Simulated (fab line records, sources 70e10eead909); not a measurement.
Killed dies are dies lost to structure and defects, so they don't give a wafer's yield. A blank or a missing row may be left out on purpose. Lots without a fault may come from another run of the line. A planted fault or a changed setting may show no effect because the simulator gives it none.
Which tool did it? | flow nand_harc | 14 lots, 41 wafers sampled, at 4 steps of a route of 1302

WHAT THE GAUGES READ, wafer by wafer
NHARC_A_SOURCE_PLATE_INSPECT_08. Usual: raw_defect_count 55, standard deviation 22.
lot  | measured     | on                | raw_defect_count | flag
L900 | day 7 10:35  | defect_inspect-01 | 26 29 30         |
L901 | day 8 03:37  | defect_inspect-02 | 56 48 35         |
L902 | day 8 08:50  | defect_inspect-01 | 33 42 60         |
L903 | day 8 22:29  | defect_inspect-01 | 54 41 69         |
L904 | day 9 07:16  | defect_inspect-01 | 39 47 86         |
L905 | day 9 22:34  | defect_inspect-01 | 58 71 71         |
L915 | day 14 04:28 | defect_inspect-01 | 47 22            |
L916 | day 14 10:23 | defect_inspect-02 | 34 38 21         |
L917 | day 14 21:14 | defect_inspect-02 | 84 78 72         |
L918 | day 15 09:22 | defect_inspect-01 | 42 64 48         |
L920 | day 15 19:56 | defect_inspect-02 | 42 39 34         |
L921 | day 16 07:27 | defect_inspect-02 | 102 112 109      |
L922 | day 16 22:19 | defect_inspect-02 | 77 46 65         |
L923 | day 17 06:52 | defect_inspect-01 | 60 70 64         |

NHARC_A_ONON_D1_THK_MEAS_11: measures by ellipsometry. Usual: thk_nm 997 nm, standard deviation 10.
lot  | measured     | on            | thk_nm (nm)    | flag
L900 | day 7 12:52  | film_metro-02 | 984 985 985    |
L901 | day 8 05:54  | film_metro-02 | 999 999 1001   |
L902 | day 8 11:06  | film_metro-02 | 989 988 990    |
L903 | day 9 00:54  | film_metro-02 | 994 994 995    |
L904 | day 9 09:34  | film_metro-02 | 987 987 986    |
L905 | day 10 00:50 | film_metro-01 | 993 993 994    |
L915 | day 14 06:46 | film_metro-02 | 1005 1553      | OFF
L916 | day 14 12:39 | film_metro-01 | 1001 1549 999  | OFF
L917 | day 14 23:31 | film_metro-01 | 992 990 988    |
L918 | day 15 11:38 | film_metro-02 | 998 997 999    |
L920 | day 15 22:25 | film_metro-02 | 1006 1005 1003 |
L921 | day 16 09:43 | film_metro-01 | 1006 1006 1006 |
L922 | day 17 00:35 | film_metro-01 | 992 992 994    |
L923 | day 17 09:08 | film_metro-02 | 985 987 986    |

NHARC_END_SORT_01. Usual: killed_at_array 55, standard deviation 20; killed_at_other 1.1, standard deviation 1.2; killed_at_periphery 3.8, standard deviation 2.8; killed_dies 60, standard deviation 19; killed_open 3.4, standard deviation 1.9; killed_short 2.2, standard deviation 1.5.
lot  | measured     | on        | killed_at_array | killed_at_other | killed_at_periphery | killed_dies | killed_open | killed_short | flag
L915 | day 30 09:19 | prober-02 | 79 671          | 0 0             | 4 6                 | 83 677      | 4 3         | 2 0          | OFF
L916 | day 30 09:15 | prober-01 | 63 673 65       | 1 0 1           | 3 4 5               | 67 677 71   | 7 3 6       | 6 2 5        | OFF

WHICH TOOL RAN EACH LOT (tool, then ch and the chambers of the sampled wafers, then the start)
lot  | NHARC_A_ONON_D1_DEP_09
L900 | pecvd_onon-04 ch 0, day 7 12:21
L901 | pecvd_onon-01 ch 0, day 8 05:26
L902 | pecvd_onon-02 ch 0, day 8 10:35
L903 | pecvd_onon-01 ch 0, day 9 00:26
L904 | pecvd_onon-04 ch 0, day 9 09:02
L905 | pecvd_onon-04 ch 0, day 10 00:23
L915 | pecvd_onon-02 ch 0, day 14 06:15
L916 | pecvd_onon-02 ch 0, day 14 12:08
L917 | pecvd_onon-04 ch 0, day 14 23:07
L918 | pecvd_onon-04 ch 0, day 15 11:08
L920 | pecvd_onon-04 ch 0, day 15 21:54
L921 | pecvd_onon-04 ch 0, day 16 09:16
L922 | pecvd_onon-01 ch 0, day 17 00:05
L923 | pecvd_onon-02 ch 0, day 17 08:41
- NHARC_A_ONON_D1_DEP_09: target thk 1000 nm.

WHAT THE TOOLS THEMSELVES READ (means of the sampled wafers that have a number; where no wafer has one, the mark that the record gives instead)
The record holds no such reading with a usual standard deviation.

THE ANSWER, worked out from the rows above alone
Rule: a lot is off if the mean of its wafers that have a number lies more than 3 standard deviations from the usual mean. A lot without any number at a reading at which 4 lots or more have one is off too. The other lots that the step has rows for count as sound. The gauges are gone through in route order, then the tools' own readings, and for those a lot's mean is taken as printed above. The first step at which some lot is off is used, and at that step the reading that is off furthest; a lot without a number counts as furthest.
Off: L915, L916, at NHARC_A_ONON_D1_THK_MEAS_11 (thk_nm).
A tool fits if, at a process step before that reading, it ran every lot that is off, and no sound lot after the first of them. The gauges at NHARC_A_ONON_D1_THK_MEAS_11 aren't tried: what is off there is off at NHARC_END_SORT_01 too, on other tools, and a gauge's error can't cause that. None of those tried fits.

WHAT THE SIMULATOR HAD PUT IN
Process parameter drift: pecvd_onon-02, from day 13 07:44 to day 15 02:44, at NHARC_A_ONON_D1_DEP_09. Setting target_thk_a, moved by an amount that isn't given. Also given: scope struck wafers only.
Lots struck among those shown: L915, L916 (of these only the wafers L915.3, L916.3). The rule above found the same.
